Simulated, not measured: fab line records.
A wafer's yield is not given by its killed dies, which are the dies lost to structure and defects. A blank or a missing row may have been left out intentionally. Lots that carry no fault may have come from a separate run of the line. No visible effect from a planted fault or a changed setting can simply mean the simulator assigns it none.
A lot that was struck, set against a sound lot + flow nand-harc + 13 out of 1302 route steps
Sound: these wafers, L705.1, L705.2, L705.6. Wafers struck: L715.1, L715.2, L715.3. Last of all comes the cause.
At each step with rows: each side's tool, then ch and its chambers, then its first start. Under that, the readings that differ: sound wafers + struck wafers + difference of the means + sigmas: that difference in standard deviations of wafers without a fault.
alike: words and numbers the same on both sides, and readings whose means are apart by under 2 such deviations; not compared: readings that were withheld, readings missing a value for some wafer, numbers with overlapping values and no deviation given by the record, and bounds like >300 which may hide the same value.
A row with sigmas, a row that says differs or no value, or rows on one side alone: a step with any of these is where the two part. Non-overlapping numbers with no deviation appear without sigmas and do not part them. Lack of a reading on every wafer of one side parts them only where that side has two or more wafers.

NHARC_A_M0_DEGAS_28: time 60 s.
  sound: pvd-sputter-01 at day 26 14:15; struck: pvd-sputter-02 at day 30 07:29
  alike: heater-power-w
NHARC_A_M0_PRE_CLEAN_29: time 30 s.
  sound on pvd-sputter-01; struck on pvd-sputter-02
  alike: heater-power-w
NHARC_A_M0_PVD_20: deposits TaN, target thk 5 nm, time 8.06 s.
  sound on pvd-sputter-01; struck on pvd-sputter-02
  alike: bias-v, cathode-dc-power-W, throttle-valve-pct
then, 3 steps without rows for these wafers: NHARC_A_M0_PVD_21 (deposits Cu, target thk 30 nm, time 20.49 s); NHARC_A_M0_ECD_22 (material Cu, target thk 400 nm); NHARC_A_M0_ANNEAL_30 (time 90 s).
NHARC_A_M0_CMP_23: polishes, t overpolish 20 s, target thk 113.75 nm.
  sound on cmp-02 ch 1,3, day 26 15:22; struck on cmp-02 ch 1,2,3, day 30 08:34
  alike: motor-current-A, time-to-endpoint-s
NHARC_A_M0_THK_MEAS_24: measures by xrf.
  sound: film-metro-02 at day 26 15:38; struck: film-metro-02 at day 30 08:53
  alike: thk-nm
then, 1 step without rows for these wafers: NHARC_A_M0_SRD_25.
NHARC_A_M0_INSPECT_27:
  sound: defect-inspect-01 at day 26 15:48; struck: defect-inspect-02 at day 30 09:02
| reading          | sound       | struck      | difference | sigmas |
|------------------|-------------|-------------|------------|--------|
| raw-defect-count | 470 440 373 | 897 633 605 | +284       | +3     |
NHARC_A_M0_PRE_CLEAN_31: time 12 s.
  sound on pecvd-02 ch 1,2, day 26 15:52; struck on pecvd-03 ch 0,1,2, day 30 09:06
  alike: heater-power-w, rf-fwd-power-W
NHARC_A_M0_DEP_32: deposits SiCN, target thk 30 nm.
  sound on pecvd-02 ch 1,2, day 26 15:56; struck on pecvd-03 ch 0,1,2, day 30 09:11
  no value came back on the struck wafers for chamber-pressure-Torr (Torr), heater-power-outer-w (W), heater-power-w (W), rf-fwd-power-W (W); on the sound wafers chamber-pressure-Torr (Torr) reads 2.994 2.995 3.006
then, 1 step without rows for these wafers: NHARC_A_M1_DEP_00 (deposits SiOC, target thk 182.5 nm).

== WHERE THEY PART ==
Earliest at NHARC_A_M0_INSPECT_27; latest, in this record, at NHARC_A_M0_DEP_32.

WHY: what the simulator had put in
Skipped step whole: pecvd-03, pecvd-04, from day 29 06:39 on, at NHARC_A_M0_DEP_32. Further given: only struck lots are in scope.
